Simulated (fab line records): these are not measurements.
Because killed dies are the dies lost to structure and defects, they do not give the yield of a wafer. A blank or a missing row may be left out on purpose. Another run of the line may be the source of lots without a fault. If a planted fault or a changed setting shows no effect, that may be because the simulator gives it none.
Chamber matching	flow nand harc	4 sister chambers for NHARC_A_M1_STRIP_18 on rie diel-13
The step strips in N2/H2. 18 wafers are shown with their chamber, then 9 later ones without.

## EACH WAFER AND ITS CHAMBER
wafer	chamber	showerhead plenum p Torr (Torr)	drypump motor current A (A)	rf vpp V (V)
L074.1	0	2.11	4.9	90.3
L074.2	1	2.05	6.0	90.7
L074.6	2	1.93	5.5	89.7
L078.2	2	1.93	5.5	89.3
L078.5	2	1.93	5.5	90.4
L078.6	3	2.02	6.6	90.9
L079.3	3	2.02	6.6	90.4
L079.4	3	2.02	6.6	88.5
L079.5	2	1.93	5.5	89.6
L081.2	0	2.11	4.9	92.2
L081.4	2	1.93	5.5	90.4
L081.6	0	2.11	4.9	91.5
L089.3	2	1.92	5.5	88.3
L089.4	0	2.11	4.9	90.7
L089.6	2	1.92	5.5	90.2
L090.2	0	2.11	4.9	92.5
L090.4	1	2.05	5.9	90.7
L090.6	0	2.11	4.9	90.4

SIGNATURES (means of the wafers above)
reading	chamber 0	chamber 1	chamber 2	chamber 3	scatter within a chamber
showerhead plenum p Torr	2.1100	2.0500	1.9271	2.0200	0.00319
drypump motor current A	4.900	5.950	5.500	6.600	0.0189
rf vpp V	91.267	90.700	89.700	89.933	0.887
Rule: for each reading, subtract the chamber's mean from the wafer's reading, divide by that reading's scatter and square the result; add these up over the readings and take the root, which gives the wafer's distance from the chamber. The wafer belongs to the nearest chamber; if the next one is less than 2 further off, it can't be placed. How the scatter is found: for the shown wafers, subtract from each reading the mean of its chamber, square and add these, divide the total by (wafers less chambers), then take the root.

## WAFERS WHOSE CHAMBER IS MISSING
wafer	showerhead plenum p Torr (Torr)	drypump motor current A (A)	rf vpp V (V)
L092.1	2.01	6.6	90.9
L092.3	2.11	5.0	91.6
L092.4	1.92	5.5	89.5
L096.1	2.11	4.9	90.0
L096.3	1.92	5.5	88.3
L096.5	2.11	4.9	91.8
L097.1	2.11	4.9	90.8
L097.2	1.92	5.5	89.2
L097.5	1.92	5.5	89.8

## EACH ONE'S CHAMBER
wafer	from the rows above	in truth
L092.1	3	3
L092.3	0	0
L092.4	2	2
L096.1	0	0
L096.3	2	2
L096.5	0	0
L097.1	0	0
L097.2	2	2
L097.5	2	2
Correct placement for 9 of the 9. Can't be placed from these rows: 0. 0 placed wrongly.
